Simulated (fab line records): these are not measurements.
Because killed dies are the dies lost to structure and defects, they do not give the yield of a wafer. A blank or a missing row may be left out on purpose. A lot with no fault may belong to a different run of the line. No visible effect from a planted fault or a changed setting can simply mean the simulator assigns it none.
Matching of chambers | flow n5Finfet | 4 sister chambers for N5_BEOL_M2_ETCHBACK_99 on rieDiel-05
The step etches SiO2 in CHF3, target depth 5 nm, time 10.4 s. 8 wafers are shown with their chamber, then 7 later ones without.

## WAFERS WITH THEIR CHAMBER
wafer  | chamber | drypumpMotorCurrentA (A) | rfVppV (V)
L079.2 | 1       | 5.0                      | 248
L079.3 | 0       | 5.9                      | 238
L082.5 | 3       | 6.1                      | 239
L089.2 | 2       | 4.8                      | 229
L089.5 | 2       | 4.8                      | 227
L089.6 | 3       | 6.1                      | 240
L091.2 | 0       | 5.9                      | 239
L091.5 | 1       | 5.1                      | 246

## WAFERS WITH NO CHAMBER GIVEN
wafer  | drypumpMotorCurrentA (A) | rfVppV (V)
L091.6 | 4.8                      | 227
L094.2 | 4.8                      | 230
L094.3 | 5.9                      | 237
L094.5 | 4.8                      | 229
L097.3 | 5.1                      | 248
L097.4 | 4.9                      | 228
L097.6 | 6.0                      | 240

## WHICH CHAMBER EACH WENT THROUGH
wafer  | from the rows above     | in truth
L091.6 | 2                       | 2
L094.2 | 2                       | 2
L094.3 | 0                       | 0
L094.5 | 2                       | 2
L097.3 | 1                       | 1
L097.4 | 2                       | 2
L097.6 | can't be placed: 3 or 0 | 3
Placed correctly: 6 of 7. Not placeable from these rows: 1 (in 1, the candidates include the true chamber). Number placed wrongly: 0.
How it was worked out, from the rows above alone: a wafer's distance from a chamber is the root of the sum, over the readings, of the square of ((its reading less the chamber's mean) divided by the reading's scatter). The wafer belongs to the nearest chamber; if the next one is less than 2 further off, it can't be placed. Each chamber's mean is taken over the wafers shown for it. The scatter: the root of (the sum of the squares of (reading less its chamber's mean) over the shown wafers, divided by (wafers less chambers)).
